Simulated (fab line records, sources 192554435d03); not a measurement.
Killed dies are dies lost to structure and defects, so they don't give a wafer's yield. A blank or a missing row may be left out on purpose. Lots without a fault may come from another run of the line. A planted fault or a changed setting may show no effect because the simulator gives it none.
fab line records | flow n5_finfet
record lots=11 wafers=29 last_day=18
route steps=1938 shown STI_FIN_REVEAL@183 TV_OPEN@1887 PAD_METAL@1894 PASSIVATION@1911
lots that met no fault: from a run of the same line without faults
start_h: hours from the record's first day to the start of the lot's first wafer shown | wait_h: hours since the lot's step before | " the same as in the row above | L1.1+2: a row that stands for several wafers | - no value, or no start given | * or withheld: withheld | < > ~ a bound
route shown NAME@n: a module of which the file shows steps, and the number in the route of the first | usual: mean/standard deviation of fault-free wafers | same: alike in all rows | chamber/n: place in a boat | sites: the reading at each site | _std_site: their standard deviation | _edge_site: outer sites' mean less inner sites' | radius_mm: how far each site lies from the wafer's centre | mask NAME#n: copy n | behind: the tool/chamber that last shaped the wafer | hold: why the lot was held/for how many hours/how that ended | device: the transistor (n, p or np) that didn't switch | end of line: the same wafers' tests at the end of the route | a step without rows: its recipe alone | killed: dies lost to structure and defects at the first sort, not the wafer's yield | map: a wafer's dies, x killed, . not, _ none there
set.NAME: the setting as run; set.NAME@STEP: as run at that earlier step | model.NAME: the simulator's own value behind a step, which no gauge read
steps of the route over a sample of lots; a table a step, a row a wafer
services: from which hour (start_h, from the record's first day; less than 0 if before it) a tool's chamber was out of use, for how many hours, and why
## steps
# step N5_STI_FIN_REVEAL_ALD_00
# recipe material=SiO2 target_thk_a=10 temp_c=300 ald_precursor_family=BDEAS ald_co_reactant=O2-plasma pulse_time_s=1 pressure_torr=2
# usual chamber_pressure_Torr=2.000/0.0046 heater_power_w=493/45 precursor_pulse_height_rel=0.999/0.02
# columns lot.wafer tool chamber start_h wait_h chamber_pressure_Torr heater_power_w precursor_pulse_height_rel since_wet_clean_h
L184.3 ald_sin-01 0 28.66 0.2 2.001 437 1.008 126
L184.4 " 1 " " 1.998 531 1.012 126
L184.5 " 0 " " 1.994 444 0.983 -
L185.3 ald_sin-03 3 34.12 0.0 1.992 434 1.031 24
L185.4 " 1 " " 1.998 516 1.021 24
L185.6 " 1 " " 1.997 504 0.991 -
L187.5 ald_sin-02 1 46.19 0.1 1.994 475 1.016 -
L187.6 " 2 " " 1.997 503 0.962 -
L189.1 ald_sin-03 0 57.68 0.0 1.998 518 0.988 47
L189.5 " 0 " " 1.999 515 0.976 -
L190.2 ald_sin-01 2 66.07 1.2 1.996 452 1.047 164
L190.6 " 3 " " 2.011 474 1.005 -
L191.2 ald_sin-01 1 74.36 0.3 1.998 520 1.022 172
L191.4 " 3 " " 2.005 480 1.006 172
L191.6 " 1 " " 1.997 516 1.013 -
L192.2 ald_sin-02 3 80.46 0.0 1.998 529 1.013 269
L192.3 " 0 " " 2.009 599 0.971 269
L192.4 " 1 " " 1.996 471 0.978 269
L193.1 ald_sin-01 0 83.71 0.3 1.999 440 0.963 181
L193.2 " 3 " " 2.001 474 0.984 181
L198.1 ald_sin-03 2 112.19 0.0 2.003 474 1.015 102
L198.2 " 1 " " 2.002 498 1.010 102
L198.3 " 0 " " 2.006 499 1.015 102
L201.1 ald_sin-03 2 130.61 0.0 1.998 486 1.007 120
L201.3 " 0 " " 2.006 498 1.018 120
L201.6 " 0 " " 1.999 517 1.022 -
L206.1 ald_sin-02 2 160.62 0.0 1.996 529 1.006 350
L206.3 " 1 " " 1.998 458 1.006 350
L206.6 " 1 " " 1.990 465 0.999 -
# step N5_PASSIVATION_PASS_ETCH_74
# recipe chemistry=CF4/O2 target=SiNx target_depth_a=2200 time_s=110 ion_energy_ev=100 pressure_mtorr=40 source_w=535 bias_w=49 Ar_flow_sccm=100 cf4_flow_sccm=100 O2_flow_sccm=10
# usual drypump_motor_current_A=5.6/0.36 oes_f_703_au=0.79/0.089 oes_product_au=0.80/0.094 rf_vpp_V=240/7.1 showerhead_plenum_p_Torr=2.21/0.061 throttle_valve_pct=15.99/0.21
# same time_s=110
# columns lot.wafer tool chamber start_h wait_h drypump_motor_current_A oes_f_703_au oes_product_au rf_hours_counter_h rf_vpp_V showerhead_plenum_p_Torr throttle_valve_pct
L184.3 rie_diel-03 1 280.66 0.0 4.9 0.85 0.87 42 240 2.17 16.09
L184.4 " 3 " " 6.0 0.76 0.75 175 231 2.21 16.23
L184.5 " 3 " " 6.0 0.76 0.74 - 230 2.21 16.25
L185.3 rie_diel-04 2 299.15 0.0 5.6 0.80 0.81 115 242 2.31 15.97
L185.4 " 3 " " 5.2 0.68 0.69 234 238 2.28 16.25
L185.6 " 3 " " 5.2 0.68 0.68 - 238 2.28 16.24
L191.2 rie_diel-02 2 305.23 0.0 5.4 0.69 0.70 202 244 2.27 15.89
L191.4 " 3 " " 5.1 0.95 0.95 11 228 2.18 15.88
L191.6 " 3 " " 5.1 0.94 0.95 - 229 2.18 15.86
L187.5 rie_diel-02 2 308.57 0.0 5.4 0.69 0.70 - 246 2.27 15.90
L187.6 " 3 " " 5.1 0.94 0.94 - 228 2.18 15.89
L190.2 rie_diel-02 1 310.17 0.0 6.5 0.72 0.69 237 241 2.18 16.09
L190.6 " 3 " " 5.1 0.95 0.94 - 229 2.18 15.87
L189.1 rie_diel-04 1 320.74 0.0 5.8 0.65 0.65 250 241 2.18 16.47
L189.5 " 1 " " 5.7 0.65 0.65 - 240 2.18 16.47
L193.1 rie_diel-02 1 339.75 0.0 6.5 0.72 0.69 245 242 2.17 16.12
L193.2 " 3 " " 5.1 0.92 0.93 23 228 2.17 15.90
L192.2 rie_diel-03 0 346.98 0.0 5.5 0.86 0.86 56 246 2.13 15.57
L192.3 " 3 " " 6.0 0.74 0.73 195 230 2.20 16.27
L192.4 " 2 " " 5.6 0.76 0.79 - 243 2.23 15.99
L198.1 rie_diel-04 0 347.71 0.0 6.1 0.92 0.93 7 232 2.27 15.94
L198.2 " 3 " " 5.2 0.67 0.68 253 239 2.27 16.27
L198.3 " 2 " " 5.6 0.79 0.78 135 242 2.31 16.03
L201.1 rie_diel-02 3 378.36 0.0 5.1 0.88 0.89 38 229 2.17 15.93
L201.3 " 0 " " 5.5 0.73 0.75 159 252 2.11 15.88
L201.6 " 3 " " 5.1 0.90 0.90 - 229 2.17 15.94
L206.1 rie_diel-04 0 418.54 0.0 6.0 0.85 0.87 28 234 2.26 15.97
L206.3 " 1 " " 5.8 0.90 0.94 18 241 2.17 16.01
L206.6 " 3 " " 5.2 0.94 0.95 - 249 2.27 15.76
# step N5_PASSIVATION_PRE_CLEAN_19
# recipe gas=H2/He time_s=* temp_c=*
# usual heater_power_w=464/32
# same time_s=*
# columns lot.wafer tool chamber start_h wait_h heater_power_w
L184.3 pvd_sputter-03 - 281.90 0.0 419
L184.4 " - " " 495
L184.5 " - " " 473
L185.3 pvd_sputter-02 - 299.76 0.0 485
L185.4 " - " " 479
L185.6 " - " " 461
L191.2 pvd_sputter-02 - 305.98 0.0 488
L191.4 " - " " 467
L191.6 " - " " 458
L187.5 pvd_sputter-02 - 309.19 0.0 483
L187.6 " - " " 454
L190.2 pvd_sputter-02 - 312.09 0.0 459
L190.6 " - " " 452
L189.1 pvd_sputter-03 - 321.58 0.0 485
L189.5 " - " " 483
L193.1 pvd_sputter-02 - 340.85 0.0 476
L193.2 " - " " 488
L192.2 pvd_sputter-03 - 347.86 0.0 410
L192.3 " - " " 492
L192.4 " - " " 478
L198.1 pvd_sputter-01 - 350.11 0.0 466
L198.2 " - " " 451
L198.3 " - " " 378
L201.1 pvd_sputter-02 - 379.65 0.0 453
L201.3 " - " " 465
L201.6 " - " " 459
L206.1 pvd_sputter-01 - 419.47 0.0 502
L206.3 " - " " 445
L206.6 " - " " 450
# step N5_PASSIVATION_STRIP_34
# recipe chemistry=O2 power_w=600 temp_c=60 pressure_mtorr=30 rf_frequency_hz=6e+07 bias_power_w=0 overash_fraction=2 o2_flow_sccm=225
# usual drypump_motor_current_A=5.5/0.39 o2_flow_sccm=225.0/0.65 oes_product_au=0.79/0.089 rf_vpp_V=3.5/1.4 showerhead_plenum_p_Torr=2.09/0.067 throttle_valve_pct=16.61/0.25
# columns lot.wafer tool chamber start_h wait_h drypump_motor_current_A o2_flow_sccm oes_product_au rf_hours_counter_h rf_vpp_V showerhead_plenum_p_Torr throttle_valve_pct
L184.3 rie_diel-05 3 283.41 0.1 5.2 224.7 0.82 84 3.7 2.01 16.43
L184.4 " 2 " " 5.1 226.7 0.70 216 1.9 2.14 16.63
L184.5 " 2 " " 5.1 224.6 0.69 - 2.5 2.14 16.61
L185.3 rie_diel-01 1 301.56 0.4 6.0 226.2 0.68 252 1.9 2.01 17.14
L185.4 " 3 " " 6.5 225.4 0.66 - 3.9 2.15 16.50
L185.6 " 2 " " 5.3 225.2 0.80 - 3.6 2.09 16.35
L191.2 rie_diel-06 0 307.41 0.1 5.5 224.7 0.74 192 5.3 2.02 17.00
L191.4 " 1 " " 5.6 226.1 0.89 - 3.9 2.05 16.59
L191.6 " 3 " " 5.4 225.7 0.68 - 3.2 2.18 16.75
L187.5 rie_diel-05 2 311.02 0.0 5.1 225.3 0.69 - 4.5 2.14 16.64
L187.6 " 3 " " 5.2 225.2 0.80 - 2.5 2.01 16.47
L190.2 rie_diel-06 3 313.49 0.2 5.5 224.9 0.70 221 1.0 2.18 16.75
L190.6 " 0 " " 5.5 224.3 0.73 - 3.7 2.01 17.01
L189.1 rie_diel-01 0 323.01 0.1 5.2 224.1 0.96 8 6.3 2.15 16.51
L189.5 " 1 " " 6.0 224.5 0.69 - 2.6 2.01 17.15
L193.1 rie_diel-06 2 342.28 0.1 5.8 226.5 0.80 126 4.0 2.03 16.74
L193.2 " 0 " " 5.6 224.9 0.73 205 1.5 2.01 17.01
L192.2 rie_diel-01 0 349.29 0.1 5.2 224.5 0.89 19 0.5 2.15 16.57
L192.3 " 3 " " 6.6 225.8 0.96 12 3.3 2.15 16.16
L192.4 " 0 " " 5.2 225.0 0.93 - 5.6 2.15 16.51
L198.1 rie_diel-05 1 351.97 0.2 5.3 224.5 0.77 141 3.5 2.16 16.40
L198.2 " 0 " " 5.4 225.4 0.91 30 3.0 2.05 16.43
L198.3 " 3 " " 5.2 224.9 0.80 105 5.0 2.00 16.47
L201.1 rie_diel-06 2 381.07 0.1 5.9 225.2 0.78 139 5.9 2.02 16.77
L201.3 " 0 " " 5.5 225.0 0.72 219 3.8 2.01 16.98
L201.6 " 1 " " 5.6 224.3 0.85 - 4.4 2.04 16.63
L206.1 rie_diel-05 3 420.93 0.1 5.2 225.8 0.78 131 2.7 2.00 16.53
L206.3 " 2 " " 5.1 225.3 0.96 6 2.8 2.13 16.25
L206.6 " 0 " " 5.4 224.9 0.85 - 3.8 2.04 16.54
# step N5_PASSIVATION_PROBE_49
# usual defect_limited_yield=91.0/1.4 killed_at_M0_to_M3=36/9.6 killed_at_M4_up=14/6.1 killed_at_contacts=13/6.6 killed_at_front_end=40/11 killed_at_other=3.2/2.9 killed_dies=106/17 killed_on_rim=14/3.9 killed_open=71/12 killed_short=33/7.3 sort_bin_4_leakage=0.02/0.11 sort_bin_5_function=5.3/1 sort_bin_6_memory=3.4/0.68 sort_n_pass=1073/19 sort_yield_pct=91.0/1.6
# same gross_dies=1180 killed_at_back_side=0 sort_bin_8_speed[%]=0
# columns lot.wafer tool chamber start_h wait_h defect_limited_yield[%] killed_at_M0_to_M3 killed_at_M4_up killed_at_contacts killed_at_front_end killed_at_other killed_dies killed_on_rim killed_open killed_short sort_bin_4_leakage[%] sort_bin_5_function[%] sort_bin_6_memory[%] sort_n_pass sort_yield_pct[%]
L191.2 prober-02 - 311.77 0.1 89.1 29 22 22 49 7 129 19 87 34 0 6.4 4.4 1051 89.1
L187.5 prober-01 - 315.39 0.2 91.9 29 7 2 50 7 95 14 73 21 0 5.5 2.5 1085 91.9
L187.6 prober-01 - 315.44 0.3 92.0 25 16 11 37 5 94 11 58 34 0.17 4.7 2.6 1084 91.9
L190.2 prober-02 - 317.88 0.1 92.4 34 16 2 35 3 90 12 68 22 0.17 4.1 3.1 1088 92.2
L190.6 prober-02 - 318.08 0.3 92.1 23 30 6 33 1 93 14 60 33 0 4.1 3.5 1087 92.1
L189.1 prober-01 - 327.19 0.0 91.9 29 16 11 38 1 95 13 64 31 0 5.0 2.9 1085 91.9
L189.5 prober-01 - 327.39 0.2 90.3 39 11 15 50 0 115 12 75 40 0 6.4 3.1 1065 90.3
L193.2 prober-02 - 346.89 0.1 90.1 39 10 6 55 7 117 22 79 33 0 6.4 3.1 1063 90.1
L192.2 prober-02 - 353.65 0.1 90.9 27 16 28 35 1 107 11 69 34 0 5.1 3.6 1073 90.9
L192.3 prober-02 - 353.70 0.1 91.5 40 8 24 28 0 100 10 64 36 0 5.3 3.2 1080 91.5
L198.1 prober-02 - 356.35 0.0 89.4 55 14 14 38 4 125 18 78 47 0 5.8 4.3 1055 89.4
L198.2 prober-02 - 356.40 0.1 87.9 60 15 26 38 4 143 21 92 46 0 8.4 3.5 1037 87.9
L198.3 prober-02 - 356.45 0.1 87.0 38 13 19 81 2 153 33 63 39 0 8.1 3.7 1027 87.0
L201.1 prober-01 - 385.25 0.0 92.2 32 25 13 22 0 92 12 58 34 0 4.3 3.3 1088 92.2
L201.3 prober-01 - 385.35 0.1 86.5 50 12 8 89 0 159 25 64 37 0 8.5 3.3 1021 86.5
L201.6 prober-01 - 385.50 0.3 86.6 58 12 13 75 0 158 28 74 32 0 7.0 4.9 1022 86.6
# killed by level:class
L191.2 MOL_CONTACT_COAG:geometric_particle:open=16 BEOL_M4:geometric_particle:open=14 FIN_SAQP:geometric_particle:open=9 BEOL_M2:geometric_particle:open=8 FIN_SAQP:geometric_particle:short=7 STI_FIN_REVEAL:geometric_particle:open=7 BEOL_M3:geometric_particle:open=7 MOL_CONTACT_COAG:geometric_particle:short=6
L187.5 FIN_SAQP:geometric_particle:open=15 BEOL_M2:geometric_particle:open=8 BEOL_M1:geometric_particle:open=7 GATE_CUT:geometric_particle:open=6 STI_FIN_REVEAL:geometric_particle:open=5 BEOL_M3:geometric_particle:open=5 ILD0:geometric_particle:short=4 GATE_CUT:geometric_particle:short=4
L187.6 BEOL_M2:geometric_particle:open=8 FIN_SAQP:geometric_particle:open=7 MOL_CONTACT_COAG:geometric_particle:short=6 BEOL_M4:geometric_particle:open=6 FIN_SAQP:geometric_particle:short=5 STI_FIN_REVEAL:geometric_particle:open=5 MOL_CONTACT_COAG:geometric_particle:open=5 BEOL_M4:geometric_particle:short=4
L190.2 BEOL_M1:geometric_particle:open=18 BEOL_M4:geometric_particle:open=10 GATE_CUT:geometric_particle:short=8 BEOL_M2:geometric_particle:open=7 STI_FIN_REVEAL:geometric_particle:open=6 FIN_SAQP:geometric_particle:open=5 DUMMY_GATE:geometric_particle:open=5 STARTING-WAFER:geometric_particle:short=5
L190.6 BEOL_M4:geometric_particle:open=15 GATE_CUT:geometric_particle:short=8 MOL_CONTACT_COAG:geometric_particle:open=5 BEOL_M1:geometric_particle:short=5 BEOL_M5:geometric_particle:open=5 ILD0:geometric_particle:open=4 GATE_CUT:geometric_particle:open=4 BEOL_M0:geometric_particle:open=4
L189.1 STI_FIN_REVEAL:geometric_particle:open=13 MOL_CONTACT_COAG:geometric_particle:open=11 FIN_SAQP:geometric_particle:open=6 STI_FIN_REVEAL:geometric_particle:short=6 BEOL_M2:geometric_particle:open=6 FIN_SAQP:geometric_particle:short=5 BEOL_M3:geometric_particle:short=5 BEOL_M0_SAQP:geometric_particle:short=5
L189.5 FIN_SAQP:geometric_particle:open=15 FIN_SAQP:geometric_particle:short=14 MOL_CONTACT_COAG:geometric_particle:open=12 STI_FIN_REVEAL:geometric_particle:open=10 BEOL_M0_SAQP:geometric_particle:short=9 BEOL_M0_SAQP:geometric_particle:open=7 BEOL_M2:geometric_particle:open=7 BEOL_M3:geometric_particle:open=7
L193.2 FIN_SAQP:geometric_particle:open=19 BEOL_M0_SAQP:geometric_particle:open=9 FIN_SAQP:geometric_particle:short=8 BEOL_M3:geometric_particle:open=8 DUMMY_GATE:geometric_particle:open=6 MOL_CONTACT_COAG:geometric_particle:open=6 BEOL_M2:geometric_particle:open=6 BEOL_M1:geometric_particle:open=5
L192.2 MOL_CONTACT_COAG:geometric_particle:open=22 BEOL_M2:geometric_particle:open=8 GATE_CUT:geometric_particle:short=6 BEOL_M5:geometric_particle:open=6 DUMMY_GATE:geometric_particle:open=5 MOL_CONTACT_COAG:geometric_particle:short=5 DUMMY_GATE:geometric_particle:short=4 GATE_CUT:geometric_particle:open=4
L192.3 MOL_CONTACT_COAG:geometric_particle:open=18 GATE_CUT:geometric_particle:short=7 BEOL_M0_SAQP:geometric_particle:open=7 BEOL_M0_SAQP:geometric_particle:short=7 STI_FIN_REVEAL:geometric_particle:open=6 MOL_CONTACT_COAG:geometric_particle:short=6 BEOL_M3:geometric_particle:short=6 BEOL_M2:geometric_particle:open=5
L198.1 STI_FIN_REVEAL:geometric_particle:open=10 BEOL_M3:geometric_particle:open=10 FIN_SAQP:geometric_particle:open=9 BEOL_M2:geometric_particle:open=9 MOL_CONTACT_COAG:geometric_particle:open=8 BEOL_M0_SAQP:geometric_particle:short=7 BEOL_M0_SAQP:geometric_particle:open=7 BEOL_M4:geometric_particle:open=7
L198.2 MOL_CONTACT_COAG:geometric_particle:open=20 BEOL_M0_SAQP:geometric_particle:short=16 BEOL_M2:geometric_particle:open=12 BEOL_M0_SAQP:geometric_particle:open=11 FIN_SAQP:geometric_particle:open=9 BEOL_M4:geometric_particle:open=9 BEOL_M1:geometric_particle:open=7 BEOL_M3:geometric_particle:open=7
L198.3 STI_FIN_REVEAL:unspecified=51 MOL_CONTACT_COAG:geometric_particle:open=15 BEOL_M1:geometric_particle:open=10 BEOL_M0_SAQP:geometric_particle:short=8 BEOL_M2:geometric_particle:open=7 BEOL_M4:geometric_particle:open=7 FIN_SAQP:geometric_particle:short=5 BEOL_M0_SAQP:geometric_particle:open=5
L201.1 BEOL_M4:geometric_particle:open=13 MOL_CONTACT_COAG:geometric_particle:open=10 BEOL_M1:geometric_particle:open=10 BEOL_M0_SAQP:geometric_particle:short=9 BEOL_M1:geometric_particle:short=7 STARTING-WAFER:geometric_particle:open=4 STARTING-WAFER:geometric_particle:short=4 FIN_SAQP:geometric_particle:short=3
L201.3 STI_FIN_REVEAL:unspecified=50 BEOL_M1:geometric_particle:open=14 BEOL_M0_SAQP:geometric_particle:open=10 FIN_SAQP:geometric_particle:short=9 BEOL_M4:geometric_particle:open=8 BEOL_M1:geometric_particle:short=7 BEOL_M2:geometric_particle:open=7 MOL_CONTACT_COAG:geometric_particle:open=6
L201.6 STI_FIN_REVEAL:unspecified=50 BEOL_M1:geometric_particle:open=18 MOL_CONTACT_COAG:geometric_particle:open=11 BEOL_M0_SAQP:geometric_particle:short=11 BEOL_M0_SAQP:geometric_particle:open=11 BEOL_M1:geometric_particle:short=6 FIN_SAQP:geometric_particle:short=5 FIN_SAQP:geometric_particle:open=5
## services
# columns tool chamber start_h hours kind
rie_diel-05 0 20.37 14.8 repair
rie_diel-02 - 22.07 1.7 repair
rie_diel-05 3 35.77 2.5 repair
rie_diel-02 3 51.13 3.8 repair
rie_diel-05 3 58.57 3.7 repair
rie_diel-02 0 72.37 6.3 repair
rie_diel-05 1 74.67 4.5 repair
ald_sin-03 1 75.90 1.4 repair
pvd_sputter-02 - 86.41 3.1 repair
ald_sin-03 0 95.21 2.7 repair
rie_diel-04 3 100.75 14.7 repair
rie_diel-04 0 119.99 13.8 repair
rie_diel-02 - 124.83 14.6 pm
ald_sin-03 3 143.82 2.7 repair
pvd_sputter-02 - 144.92 10.0 repair
rie_diel-04 3 200.03 2.9 repair
ald_sin-03 0 247.86 8.6 repair
ald_sin-03 - 300.29 0.7 repair
rie_diel-02 1 325.70 5.8 repair
rie_diel-02 - 336.72 1.5 repair
rie_diel-02 0 338.68 16.4 repair
rie_diel-02 1 345.34 5.4 repair
pvd_sputter-02 - 391.45 3.8 repair
rie_diel-02 - 411.01 2.8 pm
## key
first_sign step=N5_PASSIVATION_PROBE_49 reading=killed_at_front_end direction=up sigmas=3.8 usual=40 struck=82
effect step=N5_PASSIVATION_PROBE_49 reading=defect_limited_yield direction=down sigmas=3 usual=91.0 struck=86.7
more_kills_born_at N5_STI_FIN_REVEAL_ALD_00@ald_sin-03=151
met_at N5_STI_FIN_REVEAL_ALD_00
struck_lots L198,L201
struck_wafers L198.3,L201.3,L201.6
not_acting_at N5_PASSIVATION_PASS_ETCH_74,N5_PASSIVATION_PRE_CLEAN_19,N5_PASSIVATION_STRIP_34
onset_between 57.68 112.19
fault kind=chamber_particle_source tool=ald_sin-03 chamber=0 onset_h=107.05 steps=N5_STI_FIN_REVEAL_ALD_00 rate_per_visit_cm2=0.45821 end_h=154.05
